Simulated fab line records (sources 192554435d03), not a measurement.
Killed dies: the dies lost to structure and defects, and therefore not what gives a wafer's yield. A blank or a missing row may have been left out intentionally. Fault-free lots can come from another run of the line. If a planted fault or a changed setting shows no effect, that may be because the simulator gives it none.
A lot that was struck, set against a sound lot :: flow n5Finfet :: 41 out of 1938 route steps
Sound: wafers L182.2, L182.3, L182.5. Struck: wafer L188.4. (L188.5 of the same lot was not struck and is left out.) The cause comes at the end.
Per side, at each step with rows, come the tool, then ch with its chambers, and then its first start. Under that, the readings that differ: sound wafers :: struck wafers :: difference of the means :: sigmas: that difference in standard deviations of wafers without a fault.
alike: words and numbers the same on both sides, and readings whose means are apart by under 2 such deviations; not compared: readings that were withheld, readings missing a value for some wafer, numbers with overlapping values and no deviation given by the record, and bounds like >300 which may hide the same value.
A row with sigmas, a row that says differs or no value, or rows on one side alone: a step with any of these is where the two part. When numbers do not overlap yet have no deviation, they are printed without sigmas and do not part them. A reading that every wafer of one side lacks parts them only if that side has two wafers or more.

first, 12 steps without rows for these wafers: N5_HKMG_FIN_STRIP_33 (strips in N2/H2); N5_HKMG_FIN_STRIP_34 (strips in CF4); N5_HKMG_FIN_ETCH_35 (etches SOC in N2/H2, target depth 215.8 nm, time 243.4 s); N5_HKMG_FIN_STRIP_92 (strips SOC in N2/H2, time 20 s); N5_HKMG_FIN_WET_ETCH_18 (etches TiN in SC1, time 55 s, target depth 5.2 nm, rinse time 30 s); N5_HKMG_FIN_STRIP_19 (strips in N2/H2, time 360 s); N5_HKMG_FIN_ALD_91 (deposits TiN, target thk 1 nm, pulse time 1 s, purge time 3 s); N5_HKMG_FIN_COAT_85 (time 60 s, resist thk 300 nm); N5_HKMG_FIN_ETCH_86 (etches SOC in N2/H2, stops on TiN, target depth 393.2 nm); N5_HKMG_FIN_STRIP_89 (strips SOC in N2/H2, time 20 s); N5_HKMG_FIN_WET_ETCH_87 (etches TiN in SC1, time 154.2 s, target depth 4.7 nm, rinse time 30 s); N5_HKMG_FIN_STRIP_88 (strips in N2/H2, time 360 s).
N5_HKMG_FIN_NWFM_ALD_20: deposits TiAlC, target thk 2 nm, pulse time 3 s, purge time 2 s.
  sound on aldMetal-03 ch 0,2,3, day 4 16:19; struck on aldMetal-03 ch 0, day 5 21:24
reading: aldCycles
sound: 7 7 7
struck: 11
difference: +4
sigmas: 

reading: model.TiAlC_of_HKMG_FIN_NWFM_ALD_20.thkNm (nm)
sound: 2 2 2
struck: 3.2
difference: +1.2
sigmas: 
  alike: heaterPowerOuterW, heaterPowerW, precursorPulseHeightRel
then, 26 steps without rows for these wafers: N5_HKMG_FIN_ALD_71 (deposits TiN, target thk 1 nm, pulse time 1 s, purge time 3 s); N5_HKMG_FIN_COAT_66 (time 60 s, resist thk 300 nm); N5_HKMG_FIN_ETCH_67 (etches SOC in N2/H2, stops on TiN, target depth 388.9 nm); N5_HKMG_FIN_STRIP_90 (strips SOC in N2/H2, time 20 s); N5_HKMG_FIN_WET_ETCH_73 (etches the open film in SC1, time 42.3 s, target depth 1.3 nm, rinse time 30 s); N5_HKMG_FIN_ETCHBACK_68 (etches the open film in Cl2/Ar, stops on HfO2, target depth 0.5 nm); N5_HKMG_FIN_STRIP_69 (strips in N2/H2, time 360 s); N5_HKMG_FIN_ALD_21 (deposits TiN, target thk 1.5 nm, pulse time 1 s, purge time 3 s); N5_HKMG_FIN_ALD_72 (deposits W, target thk 2 nm, pulse time 1 s, purge time 2 s); N5_HKMG_FIN_W_FILL_22 (material W, target thk 60 nm, time 18.2 s); N5_HKMG_FIN_PRECLEAN_83 (cleans in DIW, time 57.5 s); N5_HKMG_FIN_SRD_84 (dry time 32 s); N5_HKMG_FIN_CMP_23 (polishes, stops on SiNx, t overpolish 10 s, target thk 46.326 nm); N5_HKMG_FIN_CMP_94 (polishes, stops on SiNx, t overpolish 4.7 s, target thk 43.299 nm); N5_GATE_CUT_ETCHBACK_00 (etches W in SF6/Cl2); N5_GATE_CUT_ETCH_56 (etches TiN in Cl2/Ar, target depth 21.6 nm); N5_GATE_CUT_ETCHBACK_30 (etches TiN in Cl2/Ar, target depth 3 nm); N5_GATE_CUT_VAPOR_ETCH_60 (etches HfO2 in BCl3/Cl2); N5_GATE_CUT_ETCH_58 (etches SiNx in CH3F/O2, target depth 17 nm, time 128.6 s); N5_GATE_CUT_STRIP_59 (strips in N2/H2, time 20 s); N5_GATE_CUT_PRECLEAN_31 (cleans in DIW, time 300 s); N5_GATE_CUT_SRD_32 (time 30 s); N5_GATE_CUT_SAC_CAP_01 (material SiNx, target thk 24 nm, pulse time 1 s, ald cycles 480); N5_GATE_CUT_PECVD_57 (deposits SiNx from SiH4/NH3/N2, target thk 21 nm); N5_GATE_CUT_CMP_02 (polishes, stops on SiO2, t overpolish 12.7 s, target thk 0 nm); N5_GATE_CUT_HM_DEP_46 (deposits SiO2 from TEOS/O2, target thk 130 nm, time 26.6 s).
-- here the record skips 5 days between the struck wafers' starts before and after, leaving off in module GATE_CUT and picking up in module BEOL_M4 (first step shown: number 1111 of the route) --
N5_BEOL_M4_RC_MEAS_101:
  sound on prober-02 ch 0, day 9 15:51; struck on prober-02 ch 0, day 10 20:10
reading: DIBL_N (mV/V)
sound: 35.1 31.4 29.9
struck: 36.7
difference: +4.6
sigmas: +2

reading: IOFF_N (nA/um)
sound: 0.16 0.11 0.08
struck: 1.36
difference: +1.24
sigmas: +36

reading: IOFF_N_85C (nA/um)
sound: 3.2 2.2 1.8
struck: 18.9
difference: +16.5
sigmas: +29

reading: IOFF_N_LIN (nA/um)
sound: 0.077 0.054 0.043
struck: 0.638
difference: +0.580
sigmas: +45

reading: IOFF_N_LONG (nA/um)
sound: 5.34e-05 5.45e-05 5.49e-05
struck: 0.0003183
difference: +0.0002640
sigmas: +99 or more

reading: IOFF_P_LONG (nA/um)
sound: 0.000107 0.000108 0.000111
struck: 7.6e-05
difference: -3.3e-05
sigmas: -5

reading: ION_N (uA/um)
sound: 676 659 643
struck: 802
difference: +143
sigmas: +11

reading: SS_P (mV/dec)
sound: 72.7 71.6 71.0
struck: 73.6
difference: +1.8
sigmas: +2

reading: VT_N (mV)
sound: 252 255 257
struck: 190
difference: -65
sigmas: -19

reading: VT_N_LONG (mV)
sound: 274.9 275.5 275.4
struck: 214.3
difference: -61.0
sigmas: -32

reading: VT_N_LVT (mV)
sound: 96 102 106
struck: 39
difference: -62
sigmas: -17

reading: VT_P (mV)
sound: -248 -252 -256
struck: -258
difference: -6
sigmas: -2

reading: VT_P_LONG (mV)
sound: -276.0 -276.7 -275.8
struck: -290.4
difference: -14.2
sigmas: -5

reading: VT_P_LVT (mV)
sound: -96.3 -101.4 -103.7
struck: -108.2
difference: -7.7
sigmas: -3
  alike: DIBL_P, IOFF_P, ION_P, SS_N
next, for these wafers, 1 step has no rows: N5_PASSIVATION_PROBE_49.

WHERE THEY PART
Only at N5_BEOL_M4_RC_MEAS_101, as far as this record shows.

WHY: what the simulator had put in
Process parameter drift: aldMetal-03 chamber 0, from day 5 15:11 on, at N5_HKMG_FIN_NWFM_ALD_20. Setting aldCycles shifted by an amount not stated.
